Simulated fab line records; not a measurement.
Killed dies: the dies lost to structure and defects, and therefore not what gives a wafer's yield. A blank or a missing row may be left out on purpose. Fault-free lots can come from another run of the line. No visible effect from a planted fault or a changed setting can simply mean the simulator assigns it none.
Split-lot study -- flow n5-finfet -- 7 lots, 21 wafers read, on a route of 1938 steps

THE SPLIT
At N5_MOL_CONTACT_COAG_ETCH_15 (etches SiNx in CH3F/O2, stops on Si:P, target depth 7 nm), the setting source-w was moved away from the recipe's 395 W on 10 of the 21 wafers read, by -14.1% to +17.9%. For the rest of the wafers, this setting stayed at what the recipe calls for.

Reading taken at the split's own step.

THE READING
rf-vpp-V, in V, at N5_MOL_CONTACT_COAG_ETCH_15 (etches SiNx in CH3F/O2, stops on Si:P, target depth 7 nm). A value of 298 V with a standard deviation of 5.8 V is what fault-free wafers of this fab line usually give.

wafer,"tool, chamber at the split","source-w as run, W",against the recipe,"rf-vpp-V, V",against lot-mates on the recipe
L076.1,"rie-diel-05, 0",339.2,-14.1%,321,no lot-mate on the recipe
L076.2,"rie-diel-05, 1",339.2,-14.1%,321,no lot-mate on the recipe
L076.6,"rie-diel-05, 3",339.2,-14.1%,322,no lot-mate on the recipe
L081.2,"rie-diel-05, 0",395,recipe,300,-
L081.5,"rie-diel-05, 2",359.8,-8.9%,320,+20
L081.6,"rie-diel-05, 3",359.8,-8.9%,313,+13
L086.3,"rie-diel-02, 2",395,recipe,311,-
L086.4,"rie-diel-02, 1",395,recipe,302,-
L086.5,"rie-diel-02, 1",395,recipe,303,-
L089.2,"rie-diel-03, 0",395,recipe,295,-
L089.3,"rie-diel-03, 2",395,recipe,290,-
L089.4,"rie-diel-03, 1",395,recipe,289,-
L091.3,"rie-diel-05, 3",340,-13.9%,323,+24
L091.4,"rie-diel-05, 0",395,recipe,299,-
L091.5,"rie-diel-05, 2",340,-13.9%,327,+28
L095.2,"rie-diel-05, 3",395,recipe,300,-
L095.4,"rie-diel-05, 2",465.7,+17.9%,282,-18
L095.6,"rie-diel-05, 3",395,recipe,300,-
L097.1,"rie-diel-05, 0",368.6,-6.7%,309,+9
L097.3,"rie-diel-05, 3",395,recipe,300,-
L097.6,"rie-diel-05, 0",368.6,-6.7%,310,+10

THE FIT
A straight line over all 21 wafers: rf-vpp-V changes by -1.47 V for each +1% of source-w; r = -0.91; the points scatter about the line by 5.3 V.
The same after taking each lot's own level away (the mean of its wafers on the recipe; 18 wafers): -1.47 V for each +1%; r = -0.95; scatter 3.7 V.
According to that fit, moving source-w by its largest amount changes the reading by 26 V.
From 291.3 to 305.3 V: that is the span of the lots' own levels, equal to 2.4 times the standard deviation above.
The two slopes agree, so the slope changes little with the lot-to-lot level.
Check: with one of the wafers moved furthest among these (+17.9%) left out of the fit, the line predicts -32.8 V for it against its lot-mates. It came out at -18 V against them.
Tool readings at the split's step, against how far the setting was moved: rf-vpp-V r = -0.91.

THESE WAFERS: OTHER SPLITS
Other splits were also applied to these wafers ahead of the reading. Each is held against what the fit with the lots' levels taken away leaves over:
other split on the same wafers,wafers away from the commonest value,r with rf-vpp-V (lot level and that fit taken away)
N5_SD_EPI_P_PEB_07 peb-time-s,8,-0.51
N5_SD_EPI_P_ETCH_16 target-depth-a,8,-0.02
N5_SDB_ETCH_17 bias-w,7,-0.17
N5_SDB_ETCH_18 source-w,9,-0.03
N5_HKMG_FIN_COAT_41 spin-rpm,6,-0.17
N5_HKMG_FIN_ETCH_54 source-w,5,-0.38
N5_GATE_CUT_ETCH_58 source-w,9,-0.07
N5_GATE_CUT_COAT_27 spin-rpm,7,+0.15
N5_MOL_CONTACT_COAG_ETCH_105 bias-w,7,-0.06

FILE'S OWN FIT
rf-vpp-V changes by -1.4 V for each +1% of source-w, r = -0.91.
